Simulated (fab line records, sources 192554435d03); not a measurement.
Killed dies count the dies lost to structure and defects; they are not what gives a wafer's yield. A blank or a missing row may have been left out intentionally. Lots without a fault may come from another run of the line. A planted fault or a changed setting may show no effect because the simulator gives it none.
Chamber matching    flow n5_finfet    N5_FIN_SAQP_ETCH_65 on rie_si-01: 4 sister chambers
The step etches SiO2 in CF4, target depth 4 nm, time 4.4 s. 18 wafers are shown with their chamber, then 9 later ones without.

WAFERS PAIRED WITH THEIR CHAMBERS
wafer   chamber  throttle_valve_pct (%)  oes_product_au (a.u.)
L074.3  0        21.88                   0.977
L074.5  1        21.93                   0.989
L074.6  2        21.97                   0.983
L076.3  1        21.93                   0.989
L076.4  3        22.41                   0.977
L076.6  1        21.94                   0.985
L082.1  3        22.41                   0.991
L082.2  1        21.95                   0.997
L082.3  0        21.88                   0.975
L086.2  0        21.88                   0.970
L086.3  3        22.42                   0.987
L086.5  2        22.00                   0.972
L088.1  2        22.00                   0.971
L088.3  1        21.94                   0.995
L088.5  1        21.95                   1.001
L092.1  2        21.99                   0.973
L092.3  3        22.41                   0.983
L092.4  0        21.87                   0.959

SIGNATURES, as means of the wafers listed above
reading             chamber 0  chamber 1  chamber 2  chamber 3  scatter within a chamber
throttle_valve_pct  21.8775    21.9400    21.9900    22.4125    0.00906
oes_product_au      0.97025    0.99267    0.97475    0.98450    0.0064
Rule: a wafer lies at a distance from a chamber equal to the root of the sum of squares, over the readings, of (its reading less the chamber's mean, divided by the reading's scatter). The wafer belongs to the nearest chamber; if the next one is less than 2 further off, it can't be placed. How the scatter is found: for the shown wafers, subtract from each reading the mean of its chamber, square and add these, divide the total by (wafers less chambers), then take the root.

WAFERS WHOSE CHAMBER IS MISSING
wafer   throttle_valve_pct (%)  oes_product_au (a.u.)
L093.2  21.94                   0.998
L093.4  22.01                   0.969
L093.5  21.92                   0.989
L094.1  21.87                   0.980
L094.2  22.00                   0.978
L094.3  22.40                   0.987
L097.1  22.40                   0.977
L097.3  21.93                   0.982
L097.5  22.41                   0.965

THE CHAMBER EACH PASSED THROUGH
wafer   from the rows above  in truth
L093.2  1                    1
L093.4  2                    2
L093.5  1                    1
L094.1  0                    0
L094.2  2                    2
L094.3  3                    3
L097.1  3                    3
L097.3  1                    1
L097.5  3                    3
9 of 9 placed correctly. Can't be placed from these rows: 0. Number placed wrongly: 0.
